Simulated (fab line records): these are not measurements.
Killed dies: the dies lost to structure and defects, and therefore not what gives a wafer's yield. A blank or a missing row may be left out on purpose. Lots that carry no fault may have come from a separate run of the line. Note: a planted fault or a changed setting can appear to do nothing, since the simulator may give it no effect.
Matching of chambers	flow nand-harc	rie-diel-07 running NHARC_A_STAIRCASE_TRIM_187: 4 sister chambers
The step chemistry O2, time 211.2 s. 4 wafers are shown with their chamber, then 9 later ones without.

WAFERS, EACH WITH ITS CHAMBER
wafer	chamber	drypump-motor-current-A (A)
L078.6	0	5.5
L084.1	1	6.2
L084.2	2	6.2
L084.3	3	5.0

WAFERS WHOSE CHAMBER IS MISSING
wafer	drypump-motor-current-A (A)
L089.2	6.2
L089.4	5.0
L089.5	5.6
L090.1	6.2
L090.2	5.0
L090.3	5.5
L093.3	6.2
L093.5	6.2
L093.6	5.0

WHICH CHAMBER EACH ONE RAN IN
wafer	from the rows above	in truth
L089.2	can't be placed: 1 or 2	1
L089.4	3	3
L089.5	0	0
L090.1	can't be placed: 1 or 2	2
L090.2	3	3
L090.3	0	0
L093.3	can't be placed: 1 or 2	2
L093.5	can't be placed: 1 or 2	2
L093.6	3	3
5 of 9 placed correctly. From these rows, 4 cannot be placed; in 4 the true chamber is one of the candidates. 0 placed wrongly.
How it was worked out, from the rows above alone: a wafer's distance from a chamber is the root of the sum, over the readings, of the square of ((its reading less the chamber's mean) divided by the reading's scatter). If the next closest chamber is less than 2 further off than the closest, the wafer can't be placed; otherwise it belongs to the closest. For every chamber, the mean is computed from those of its wafers that are shown. The scatter: with one shown wafer a chamber, the root of the mean of the squares of how far each hidden wafer lies from its nearest shown one.
